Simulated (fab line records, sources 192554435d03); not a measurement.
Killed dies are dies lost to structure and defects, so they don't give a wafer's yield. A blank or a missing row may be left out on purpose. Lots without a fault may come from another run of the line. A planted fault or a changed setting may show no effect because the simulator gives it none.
Problem report in the 8D (eight disciplines) form, filled by code | flow n5_finfet | the parts of the form that need people (team, actions taken, sign-off) are left out

1. THE PROBLEM
spin_speed_rpm at N5_BEOL_M8_COAT_60 reads a mean of 2033.0 rpm on 6 wafers of 2 lots; wafers without a fault read 1500.0 rpm with a standard deviation of 0.93. That is +99 or more standard deviations from the usual mean.
The step: time 60 s, resist thk 35 nm.
First seen on wafer L911.1, day 12 05:15, on litho_track-04. The record holds 29 wafers of 11 lots with a number at this step. Rule for "out", or "out of limits": more than 4 standard deviations from the usual mean. The other wafers with a number count as sound.

2. WHAT IT IS AND WHAT IT IS NOT
question                    | is                     | is not
which readings at this step | spin_speed_rpm         | exhaust_pa, heater_power_total_W
which lots                  | L911, L916             | L902, L903, L904, L905, L907, L917, L918, L919, L923
which wafers of those lots  | all that have a number | -
read on which tools         | litho_track-04         | litho_track-01, litho_track-05
when                        | from day 12 05:15      | up to then (12 sound wafers); but 11 sound wafers of L917, L918, L919, L923 came after

3. SUSPECTS, AND WHAT RULES EACH OUT
Counting: a tool at a process step up to the reading stays a suspect if it ran every lot that is out and no sound lot after the first of them.
- ald_metal-01 at N5_BEOL_M7_ALD_77 (deposits TaN, target thk 2 nm, pulse time 2 s, purge time 3 s): ruled out as a lasting fault. Sound lots L917, L918 ran on it after its first lot that is out, L911 (day 11 23:46).
- litho_track-04 at N5_BEOL_M8_COAT_60 (time 60 s, resist thk 35 nm): kept. It ran every lot that is out, first L911 (day 12 05:15), and no sound lot after that; its last sound lot up to then is L903 (day 10 17:46). Its own readings are out on those wafers: spin_speed_rpm.
Left after counting: litho_track-04 at N5_BEOL_M8_COAT_60.

4. THE CAUSE (what the simulator had put in)
Process parameter drift: litho_track-04, from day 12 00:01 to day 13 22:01, at N5_BEOL_M8_COAT_60. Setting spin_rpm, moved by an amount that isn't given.
Counting left only this tool.

5. THE CHAIN OF EFFECTS, in route order
Each row: a reading whose mean over the struck wafers that have a number lies more than 3 standard deviations from the usual. Only readings for which the record gives a usual standard deviation are gone through. hours: the time from each lot's start at the first step in this table that gives one to its start at this step, as a median over the lots. sigmas: the change in usual standard deviations.
hours | step               | reading           | usual      | on struck wafers | change | sigmas
0     | N5_BEOL_M8_COAT_60 | spin_speed_rpm    | 1500.0 rpm | 2033.0           | +533.0 | +99 or more
0     | N5_BEOL_M8_ETCH_61 | etch_rf_on_time_s | 75.3 s     | 65.0             | -10.3  | -5.7
The process steps in it:
- N5_BEOL_M8_COAT_60: time 60 s, resist thk 35 nm.
- N5_BEOL_M8_ETCH_61: etches SiARC in CF4, target depth 45.5 nm, time 75.8 s.

6. WHAT WOULD HAVE CAUGHT IT SOONER
In this record the first reading out of limits was taken at day 12 05:15, 5 hours after the fault began at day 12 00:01.
